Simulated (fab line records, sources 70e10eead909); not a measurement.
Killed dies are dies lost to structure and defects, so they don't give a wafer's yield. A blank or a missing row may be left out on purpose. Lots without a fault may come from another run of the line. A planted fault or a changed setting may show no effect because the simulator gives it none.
Chamber matching | flow nand_harc | NHARC_A_STAIRCASE_TRIM_12 on rie_diel-13: 4 sister chambers
The step chemistry O2, time 211.2 s. 8 wafers are shown with their chamber, then 12 later ones without.

WAFERS WITH THEIR CHAMBER
wafer  | chamber | showerhead_plenum_p_Torr (Torr) | drypump_motor_current_A (A)
L076.5 | 1       | 3.78                            | 5.7
L081.2 | 1       | 3.78                            | 5.7
L082.1 | 2       | 3.38                            | 6.3
L082.3 | 0       | 3.61                            | 5.9
L082.6 | 3       | 3.51                            | 5.4
L083.1 | 3       | 3.50                            | 5.4
L083.3 | 0       | 3.61                            | 5.9
L083.5 | 2       | 3.38                            | 6.4

WAFERS WITHOUT THEIR CHAMBER
wafer  | showerhead_plenum_p_Torr (Torr) | drypump_motor_current_A (A)
L087.4 | 3.38                            | 6.4
L087.5 | 3.77                            | 5.7
L087.6 | 3.38                            | 6.3
L085.1 | 3.60                            | 5.9
L085.3 | 3.37                            | 6.3
L085.5 | 3.50                            | 5.4
L094.1 | 3.49                            | 5.4
L094.2 | 3.76                            | 5.7
L094.5 | 3.37                            | 6.4
L096.1 | 3.59                            | 5.9
L096.3 | 3.76                            | 5.7
L096.5 | 3.49                            | 5.4

WHICH CHAMBER EACH WENT THROUGH
wafer  | from the rows above | in truth
L087.4 | 2                   | 2
L087.5 | 1                   | 1
L087.6 | 2                   | 2
L085.1 | 0                   | 0
L085.3 | 2                   | 2
L085.5 | 3                   | 3
L094.1 | 3                   | 3
L094.2 | 1                   | 1
L094.5 | 2                   | 2
L096.1 | 0                   | 0
L096.3 | 1                   | 1
L096.5 | 3                   | 3
Placed correctly: 12 of 12. Can't be placed from these rows: 0. Placed wrongly: 0.
How it was worked out, from the rows above alone: a wafer's distance from a chamber is the root of the sum, over the readings, of the square of ((its reading less the chamber's mean) divided by the reading's scatter). The wafer belongs to the nearest chamber; if the next one is less than 2 further off, it can't be placed. A chamber's mean is the mean of its shown wafers. The scatter: the root of (the sum of the squares of (reading less its chamber's mean) over the shown wafers, divided by (wafers less chambers)).
